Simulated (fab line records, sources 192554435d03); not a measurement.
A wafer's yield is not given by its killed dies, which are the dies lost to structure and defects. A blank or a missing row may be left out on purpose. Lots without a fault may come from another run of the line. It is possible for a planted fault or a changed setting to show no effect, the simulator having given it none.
Matching of chambers / flow n5Finfet / N5_BEOL_M9_ALD_74 on aldMetal-03: 4 sister chambers
The step deposits TaN, target thk 2 nm, pulse time 2 s, purge time 3 s. 8 wafers are shown with their chamber, then 10 later ones without.

WAFERS WITH THEIR CHAMBER
wafer=L082.1; chamber=3; heaterPowerW (W)=370; susceptorTempC (C)=274.95
wafer=L082.5; chamber=1; heaterPowerW (W)=463; susceptorTempC (C)=275.13
wafer=L088.1; chamber=2; heaterPowerW (W)=397; susceptorTempC (C)=275.00
wafer=L088.4; chamber=3; heaterPowerW (W)=366; susceptorTempC (C)=275.10
wafer=L087.5; chamber=0; heaterPowerW (W)=439; susceptorTempC (C)=274.85
wafer=L087.6; chamber=1; heaterPowerW (W)=452; susceptorTempC (C)=274.94
wafer=L089.1; chamber=0; heaterPowerW (W)=425; susceptorTempC (C)=275.16
wafer=L089.3; chamber=2; heaterPowerW (W)=412; susceptorTempC (C)=275.15

WAFERS WHOSE CHAMBER IS MISSING
wafer=L089.5; heaterPowerW (W)=448; susceptorTempC (C)=275.20
wafer=L094.1; heaterPowerW (W)=451; susceptorTempC (C)=274.61
wafer=L094.2; heaterPowerW (W)=395; susceptorTempC (C)=275.07
wafer=L094.5; heaterPowerW (W)=419; susceptorTempC (C)=275.47
wafer=L092.3; heaterPowerW (W)=398; susceptorTempC (C)=274.76
wafer=L092.4; heaterPowerW (W)=360; susceptorTempC (C)=274.90
wafer=L092.5; heaterPowerW (W)=357; susceptorTempC (C)=275.07
wafer=L096.3; heaterPowerW (W)=401; susceptorTempC (C)=274.95
wafer=L096.5; heaterPowerW (W)=411; susceptorTempC (C)=274.98
wafer=L096.6; heaterPowerW (W)=461; susceptorTempC (C)=275.22

THE CHAMBER EACH PASSED THROUGH
wafer=L089.5; from the rows above=can't be placed: 1 or 0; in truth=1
wafer=L094.1; from the rows above=can't be placed: 1 or 0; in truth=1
wafer=L094.2; from the rows above=2; in truth=2
wafer=L094.5; from the rows above=can't be placed: 2 or 0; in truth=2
wafer=L092.3; from the rows above=can't be placed: 2 or 3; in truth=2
wafer=L092.4; from the rows above=3; in truth=3
wafer=L092.5; from the rows above=3; in truth=3
wafer=L096.3; from the rows above=2; in truth=2
wafer=L096.5; from the rows above=can't be placed: 2 or 0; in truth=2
wafer=L096.6; from the rows above=1; in truth=1
Placed correctly: 5 of 10. Not placeable from these rows: 5 (in 5, the candidates include the true chamber). Number placed wrongly: 0.
How it was worked out, from the rows above alone: a wafer's distance from a chamber is the root of the sum, over the readings, of the square of ((its reading less the chamber's mean) divided by the reading's scatter). The wafer belongs to the nearest chamber; if the next one is less than 2 further off, it can't be placed. Each chamber's mean is taken over the wafers shown for it. The scatter: take each reading less its chamber's mean, square it, sum over the shown wafers, divide by the number of wafers less the number of chambers, and take the root.
